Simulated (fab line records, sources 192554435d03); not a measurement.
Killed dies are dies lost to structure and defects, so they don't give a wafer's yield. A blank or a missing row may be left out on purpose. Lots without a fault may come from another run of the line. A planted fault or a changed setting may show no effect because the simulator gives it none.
Split-lot experiment | flow n5_finfet | 7 lots, 39 wafers read, on a route of 1938 steps

THE SPLIT
At N5_FIN_SAQP_SPACER1_ALD_24 (deposits SiO2, target thk 20.3 nm, pulse time 1 s, purge time 2 s), the setting ald_cycles was moved away from the recipe's 218 on 15 of the 39 wafers read, by -9.2% to +13.8%. The other wafers ran this setting at the recipe's value.

FROM THE SPLIT TO THE READING: what the file shows between them, 2 steps
- N5_FIN_SAQP_SPACER1_ETCHBACK_25: etches SiO2 in CHF3/O2, target depth 24.4 nm, time 12.2 s
- N5_FIN_SAQP_MANDREL1_REMOVE_56: chemistry HBr/Cl2/O2, target a-Si, stops on SiNx, bt time 10 s

THE READING
cd_nm, in nm, at N5_FIN_SAQP_CD_MEAS_27 (target cd 20 nm). Fault-free wafers of this fab line usually give 20.25 nm, standard deviation 0.26 nm.

wafer  | tool, chamber at the split | ald_cycles as run | against the recipe | cd_nm, nm | against lot-mates on the recipe
L075.1 | ald_sin-04, 3,2            | 235               | +7.8%              | 21.67     | +1.35
L075.2 | ald_sin-04, 3,2            | 235               | +7.8%              | 21.68     | +1.36
L075.3 | ald_sin-04, 0              | 218               | recipe             | 20.18     | -
L075.4 | ald_sin-04, 1              | 235               | +7.8%              | 22.06     | +1.74
L075.5 | ald_sin-04, 3              | 218               | recipe             | 20.32     | -
L075.6 | ald_sin-04, 0              | 218               | recipe             | 20.45     | -
L077.1 | ald_sin-03, 0,3            | 218               | recipe             | 20.20     | -
L077.2 | ald_sin-03, 0,3            | 218               | recipe             | 20.10     | -
L077.6 | ald_sin-03, 2              | 218               | recipe             | 20.48     | -
L078.1 | ald_sin-02, 3,2,1,2,1      | 218               | recipe             | 20.59     | -
L078.2 | ald_sin-02, 3,2,1,2,1      | 218               | recipe             | 20.28     | -
L078.3 | ald_sin-02, 3,2,1,2,1      | 218               | recipe             | 20.08     | -
L078.4 | ald_sin-02, 0              | 218               | recipe             | 20.34     | -
L078.5 | ald_sin-02, 3,2,1,2,1      | 218               | recipe             | 20.48     | -
L078.6 | ald_sin-02, 3,2,1,2,1      | 218               | recipe             | 20.55     | -
L084.1 | ald_sin-04, 1,3            | 198               | -9.2%              | 18.09     | -2.31
L084.2 | ald_sin-04, 0,2            | 218               | recipe             | 20.60     | -
L084.3 | ald_sin-04, 3              | 218               | recipe             | 20.25     | -
L084.4 | ald_sin-04, 0,2            | 218               | recipe             | 20.35     | -
L084.5 | ald_sin-04, 1,3            | 198               | -9.2%              | 18.95     | -1.45
L084.6 | ald_sin-04, 0              | 198               | -9.2%              | 18.86     | -1.54
L085.1 | ald_sin-02, 1              | 248               | +13.8%             | 22.84     | +2.45
L085.2 | ald_sin-02, 0,2,2          | 218               | recipe             | 20.55     | -
L085.3 | ald_sin-02, 3              | 248               | +13.8%             | 22.63     | +2.24
L085.4 | ald_sin-02, 0,2,2          | 218               | recipe             | 20.13     | -
L085.5 | ald_sin-02, 1              | 248               | +13.8%             | 22.49     | +2.10
L085.6 | ald_sin-02, 0,2,2          | 218               | recipe             | 20.50     | -
L089.1 | ald_sin-02, 2,3,2          | 204               | -6.4%              | 18.77     | -1.34
L089.2 | ald_sin-02, 0,1            | 218               | recipe             | 20.02     | -
L089.3 | ald_sin-02, 2,3,2          | 204               | -6.4%              | 19.20     | -0.91
L089.4 | ald_sin-02, 1              | 218               | recipe             | 19.88     | -
L089.5 | ald_sin-02, 2,3,2          | 204               | -6.4%              | 19.22     | -0.89
L089.6 | ald_sin-02, 0,1            | 218               | recipe             | 20.43     | -
L090.1 | ald_sin-03, 2              | 218               | recipe             | 20.31     | -
L090.2 | ald_sin-03, 1,0,3          | 206               | -5.5%              | 18.97     | -1.42
L090.3 | ald_sin-03, 3              | 218               | recipe             | 20.28     | -
L090.4 | ald_sin-03, 1,0,3          | 206               | -5.5%              | 19.16     | -1.23
L090.5 | ald_sin-03, 2              | 218               | recipe             | 20.57     | -
L090.6 | ald_sin-03, 1,0,3          | 206               | -5.5%              | 19.07     | -1.32
Where a row lists several chambers, the file gives one row for several wafers and doesn't say which wafer went through which chamber.

THE FIT
A straight line over all 39 wafers: cd_nm changes by +0.183 nm for each +1% of ald_cycles; r = +0.98; the points scatter about the line by 0.23 nm.
The same after taking each lot's own level away (the mean of its wafers on the recipe; 39 wafers): +0.18 nm for each +1%; r = +0.98; scatter 0.23 nm.
On that fit, the largest move of ald_cycles shifts the reading by 2.5 nm.
The lots' own levels span 20.110 to 20.400 nm, that is 1.1 times the standard deviation above.
So the lot-to-lot level changes the slope little: the two slopes agree.
Check: with one of the wafers moved furthest among these (+13.8%) left out of the fit, the line predicts +2.43 nm for it against its lot-mates. It came out at +2.45 nm against them.

OTHER SPLITS ON THESE WAFERS
These wafers also went through other splits before the reading. Each is held against what the fit with the lots' levels taken away leaves over:
other split on the same wafers        | wafers away from the commonest value | r with cd_nm (lot level and that fit taken away)
N5_PMOS_HMC_CHANNEL_EPI_EPI_20 temp_c | 15                                   | -0.07

THE WHOLE CHAIN: every reading that the file lists as answering this split, in the file's order
step                           | what it does                                                      | reading                                                                                 | change (the file's fit)               | r (the file's)
N5_FIN_SAQP_SPACER1_ALD_24     | deposits SiO2, target thk 20.3 nm, pulse time 1 s, purge time 2 s | SiO2_of_FIN_SAQP_SPACER1_ALD_24.thk_nm (the simulator's own value, which no gauge read) | +0.203 nm for each +1% of the setting | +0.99
N5_FIN_SAQP_MANDREL1_REMOVE_56 | chemistry HBr/Cl2/O2, target a-Si, stops on SiNx, bt time 10 s    | FIN_SAQP.cd_nm (the simulator's own value, which no gauge read)                         | +0.203 nm for each +1% of the setting | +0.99
N5_FIN_SAQP_CD_MEAS_27         | target cd 20 nm                                                   | cd_nm                                                                                   | +0.18 nm for each +1% of the setting  | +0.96

THE FILE'S OWN FIT
cd_nm changes by +0.18 nm for each +1% of ald_cycles, r = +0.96.
